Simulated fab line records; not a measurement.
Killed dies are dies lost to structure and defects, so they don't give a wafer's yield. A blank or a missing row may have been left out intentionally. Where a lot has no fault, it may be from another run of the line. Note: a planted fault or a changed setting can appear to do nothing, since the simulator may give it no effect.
Chamber matching + flow n5_finfet + 4 sister chambers for N5_BEOL_M13_DESCUM_33 on rie_diel-04
The step chemistry O2, time 7.9 s. 4 wafers are shown with their chamber, then 8 later ones without.

WAFERS WITH THEIR CHAMBER
| wafer  | chamber | drypump_motor_current_A (A) |
|--------|---------|-----------------------------|
| L076.5 | 1       | 6.3                         |
| L088.4 | 3       | 5.2                         |
| L088.5 | 2       | 5.9                         |
| L089.3 | 0       | 5.7                         |

WAFERS WITH NO CHAMBER GIVEN
| wafer  | drypump_motor_current_A (A) |
|--------|-----------------------------|
| L089.5 | 6.3                         |
| L089.6 | 5.7                         |
| L091.2 | 5.7                         |
| L091.3 | 6.4                         |
| L091.4 | 5.2                         |
| L097.3 | 5.7                         |
| L097.4 | 5.2                         |
| L097.6 | 5.2                         |

WHICH CHAMBER EACH ONE RAN IN
| wafer  | from the rows above | in truth |
|--------|---------------------|----------|
| L089.5 | 1                   | 1        |
| L089.6 | 0                   | 0        |
| L091.2 | 0                   | 0        |
| L091.3 | 1                   | 1        |
| L091.4 | 3                   | 3        |
| L097.3 | 0                   | 0        |
| L097.4 | 3                   | 3        |
| L097.6 | 3                   | 3        |
8 of 8 placed correctly. Can't be placed from these rows: 0. Number placed wrongly: 0.
How it was worked out, from the rows above alone: a wafer's distance from a chamber is the root of the sum, over the readings, of the square of ((its reading less the chamber's mean) divided by the reading's scatter). If the next closest chamber is less than 2 further off than the closest, the wafer can't be placed; otherwise it belongs to the closest. A chamber's mean is the mean of its shown wafers. The scatter: root of mean squared gap, hidden wafer to nearest shown wafer, with one shown wafer a chamber.
